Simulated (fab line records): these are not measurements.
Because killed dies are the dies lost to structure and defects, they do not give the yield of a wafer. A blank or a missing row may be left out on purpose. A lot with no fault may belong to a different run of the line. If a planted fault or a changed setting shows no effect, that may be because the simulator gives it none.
Split-lot study / flow n5 finfet / on a route of 1938 steps: 7 lots, 21 wafers read

## THE SPLIT ITSELF
At N5_BEOL_M2_COAT_22 (resist thk 30 nm), the setting spin rpm was moved away from the recipe's 1500 rpm on 5 of the 21 wafers read, by +6.0% to +10.8%. The other wafers ran this setting at the recipe's value.

## FROM THE SPLIT TO THE READING: what the file shows between them, 2 steps
- N5_BEOL_M2_EXPOSE_25: exposes mask V1, defocus 5 nm (also split here: dose mj)
- N5_BEOL_M2_PEB_26: peb time 60 s

## THE READING
CAR-EUV_of_BEOL_M2_COAT_22.thk nm (the simulator's own value, which no gauge read), in nm, at N5_BEOL_M2_DEVELOP_27 (develop time 30 s). The file gives no usual value for it. Here, 16 wafers ran the recipe; their average is 29.6 nm with a standard deviation of 0.097 nm.

wafer=L080.1; tool, chamber at the split=litho track-02, 0; spin rpm as run, rpm=1500; against the recipe=recipe; CAR-EUV_of_BEOL_M2_COAT_22.thk nm, nm=29.6; against lot-mates on the recipe=-
wafer=L080.3; tool, chamber at the split=litho track-02, 0; spin rpm as run, rpm=1500; against the recipe=recipe; CAR-EUV_of_BEOL_M2_COAT_22.thk nm, nm=29.6; against lot-mates on the recipe=-
wafer=L080.5; tool, chamber at the split=litho track-02, 0; spin rpm as run, rpm=1500; against the recipe=recipe; CAR-EUV_of_BEOL_M2_COAT_22.thk nm, nm=29.6; against lot-mates on the recipe=-
wafer=L083.4; tool, chamber at the split=litho track-04, 0; spin rpm as run, rpm=1500; against the recipe=recipe; CAR-EUV_of_BEOL_M2_COAT_22.thk nm, nm=29.6; against lot-mates on the recipe=-
wafer=L083.5; tool, chamber at the split=litho track-04, 0; spin rpm as run, rpm=1500; against the recipe=recipe; CAR-EUV_of_BEOL_M2_COAT_22.thk nm, nm=29.6; against lot-mates on the recipe=-
wafer=L083.6; tool, chamber at the split=litho track-04, 0; spin rpm as run, rpm=1500; against the recipe=recipe; CAR-EUV_of_BEOL_M2_COAT_22.thk nm, nm=29.6; against lot-mates on the recipe=-
wafer=L086.4; tool, chamber at the split=litho track-01, 0; spin rpm as run, rpm=1591; against the recipe=+6.1%; CAR-EUV_of_BEOL_M2_COAT_22.thk nm, nm=28.8; against lot-mates on the recipe=-1.0
wafer=L086.6; tool, chamber at the split=litho track-01, 0; spin rpm as run, rpm=1591; against the recipe=+6.1%; CAR-EUV_of_BEOL_M2_COAT_22.thk nm, nm=28.8; against lot-mates on the recipe=-1.0
wafer=L086.5; tool, chamber at the split=litho track-01, 0; spin rpm as run, rpm=1500; against the recipe=recipe; CAR-EUV_of_BEOL_M2_COAT_22.thk nm, nm=29.8; against lot-mates on the recipe=-
wafer=L090.2; tool, chamber at the split=litho track-01, 0; spin rpm as run, rpm=1500; against the recipe=recipe; CAR-EUV_of_BEOL_M2_COAT_22.thk nm, nm=29.6; against lot-mates on the recipe=-
wafer=L090.3; tool, chamber at the split=litho track-01, 0; spin rpm as run, rpm=1500; against the recipe=recipe; CAR-EUV_of_BEOL_M2_COAT_22.thk nm, nm=29.4; against lot-mates on the recipe=-
wafer=L090.4; tool, chamber at the split=litho track-01, 0; spin rpm as run, rpm=1500; against the recipe=recipe; CAR-EUV_of_BEOL_M2_COAT_22.thk nm, nm=29.4; against lot-mates on the recipe=-
wafer=L093.1; tool, chamber at the split=litho track-04, 0; spin rpm as run, rpm=1500; against the recipe=recipe; CAR-EUV_of_BEOL_M2_COAT_22.thk nm, nm=29.6; against lot-mates on the recipe=-
wafer=L093.2; tool, chamber at the split=litho track-04, 0; spin rpm as run, rpm=1500; against the recipe=recipe; CAR-EUV_of_BEOL_M2_COAT_22.thk nm, nm=29.6; against lot-mates on the recipe=-
wafer=L093.5; tool, chamber at the split=litho track-04, 0; spin rpm as run, rpm=1500; against the recipe=recipe; CAR-EUV_of_BEOL_M2_COAT_22.thk nm, nm=29.6; against lot-mates on the recipe=-
wafer=L096.1; tool, chamber at the split=litho track-04, 0; spin rpm as run, rpm=1590; against the recipe=+6.0%; CAR-EUV_of_BEOL_M2_COAT_22.thk nm, nm=28.6; against lot-mates on the recipe=-1.0
wafer=L096.3; tool, chamber at the split=litho track-04, 0; spin rpm as run, rpm=1590; against the recipe=+6.0%; CAR-EUV_of_BEOL_M2_COAT_22.thk nm, nm=28.6; against lot-mates on the recipe=-1.0
wafer=L096.2; tool, chamber at the split=litho track-04, 0; spin rpm as run, rpm=1500; against the recipe=recipe; CAR-EUV_of_BEOL_M2_COAT_22.thk nm, nm=29.6; against lot-mates on the recipe=-
wafer=L097.3; tool, chamber at the split=litho track-01, 0; spin rpm as run, rpm=1662; against the recipe=+10.8%; CAR-EUV_of_BEOL_M2_COAT_22.thk nm, nm=28; against lot-mates on the recipe=-1.5
wafer=L097.4; tool, chamber at the split=litho track-01, 0; spin rpm as run, rpm=1500; against the recipe=recipe; CAR-EUV_of_BEOL_M2_COAT_22.thk nm, nm=29.4; against lot-mates on the recipe=-
wafer=L097.5; tool, chamber at the split=litho track-01, 0; spin rpm as run, rpm=1500; against the recipe=recipe; CAR-EUV_of_BEOL_M2_COAT_22.thk nm, nm=29.6; against lot-mates on the recipe=-

THE FIT
A straight line over all 21 wafers: CAR-EUV_of_BEOL_M2_COAT_22.thk nm changes by -0.145 nm for each +1% of spin rpm; r = -0.98; the points scatter about the line by 0.1 nm.
The same after taking each lot's own level away (the mean of its wafers on the recipe; 21 wafers): -0.153 nm for each +1%; r = -0.99; scatter 0.07 nm.
On that fit, the largest move of spin rpm shifts the reading by 1.6 nm.
The span of the lots' own levels, 29.47 to 29.80 nm, comes to 3.4 times the standard deviation stated above.
Consequently the slope shifts little with the lot-to-lot level, the two slopes agreeing.
Check: -1.79 nm against its lot-mates is what the line predicts for one of the wafers moved furthest among these (+10.8%) when that wafer is left out of the fit. It came out at -1.5 nm against them.

## THE OTHER SPLITS THESE WAFERS WENT THROUGH
These wafers also went through other splits before the reading. Each is held against what the fit with the lots' levels taken away leaves over:
other split on the same wafers=N5_BEOL_M2_EXPOSE_25 dose mj; wafers away from the commonest value=4; r with CAR-EUV_of_BEOL_M2_COAT_22.thk nm (lot level and that fit taken away)=+0.14

## THE WHOLE CHAIN: every reading that the file lists as answering this split, in the file's order
step=N5_BEOL_M2_COAT_22; what it does=resist thk 30 nm; reading=CAR-EUV_of_BEOL_M2_COAT_22.thk nm (the simulator's own value, which no gauge read); change (the file's fit)=-0.131 nm for each +1% of the setting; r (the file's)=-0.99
step=N5_BEOL_M2_DEVELOP_27; what it does=develop time 30 s; reading=CAR-EUV_of_BEOL_M2_COAT_22.thk nm (the simulator's own value, which no gauge read); change (the file's fit)=-0.149 nm for each +1% of the setting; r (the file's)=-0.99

## THE FILE'S OWN FIT
CAR-EUV_of_BEOL_M2_COAT_22.thk nm changes by -0.149 nm for each +1% of spin rpm, r = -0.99.
